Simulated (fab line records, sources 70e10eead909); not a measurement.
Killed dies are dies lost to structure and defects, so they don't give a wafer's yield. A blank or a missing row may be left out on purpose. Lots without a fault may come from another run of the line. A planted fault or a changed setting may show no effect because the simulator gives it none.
Chamber matching | flow nand_harc | NHARC_A_M0_CMP_23 on cmp-02: 4 sister chambers
The step polishes, t overpolish 20 s, target thk 113.75 nm. 8 wafers are shown with their chamber, then 12 later ones without.

WAFERS WITH THEIR CHAMBER
wafer  | chamber | motor_current_A (A) | time_to_endpoint_s (s)
L079.1 | 3       | 14.0                | 28.7
L081.5 | 0       | 12.8                | 27.2
L082.2 | 0       | 12.4                | 24.7
L082.4 | 2       | 12.2                | 27.1
L082.5 | 1       | 12.5                | 26.4
L084.2 | 1       | 12.6                | 26.8
L084.5 | 3       | 13.9                | 30.2
L084.6 | 2       | 11.7                | 30.2

WAFERS WITHOUT THEIR CHAMBER
wafer  | motor_current_A (A) | time_to_endpoint_s (s)
L088.3 | 12.3                | 27.4
L088.5 | 14.4                | 29.4
L088.6 | 12.8                | 24.7
L091.1 | 12.6                | 28.0
L091.3 | 11.8                | 30.4
L091.5 | 14.7                | 31.2
L093.2 | 14.0                | 28.5
L093.5 | 14.9                | 28.0
L093.6 | 11.5                | 27.4
L094.2 | 12.8                | 25.5
L094.4 | 11.6                | 30.2
L094.5 | 12.0                | 28.0

WHICH CHAMBER EACH WENT THROUGH
wafer  | from the rows above          | in truth
L088.3 | can't be placed: 1 or 0 or 2 | 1
L088.5 | 3                            | 3
L088.6 | can't be placed: 0 or 1      | 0
L091.1 | can't be placed: 1 or 0 or 2 | 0
L091.3 | 2                            | 2
L091.5 | 3                            | 3
L093.2 | 3                            | 3
L093.5 | 3                            | 3
L093.6 | 2                            | 2
L094.2 | can't be placed: 0 or 1      | 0
L094.4 | 2                            | 2
L094.5 | 2                            | 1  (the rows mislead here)
Placed correctly: 7 of 12. Can't be placed from these rows: 4 (the true chamber is among the candidates in 4). Placed wrongly: 1.
How it was worked out, from the rows above alone: a wafer's distance from a chamber is the root of the sum, over the readings, of the square of ((its reading less the chamber's mean) divided by the reading's scatter). The wafer belongs to the nearest chamber; if the next one is less than 2 further off, it can't be placed. A chamber's mean is the mean of its shown wafers. The scatter: the root of (the sum of the squares of (reading less its chamber's mean) over the shown wafers, divided by (wafers less chambers)).
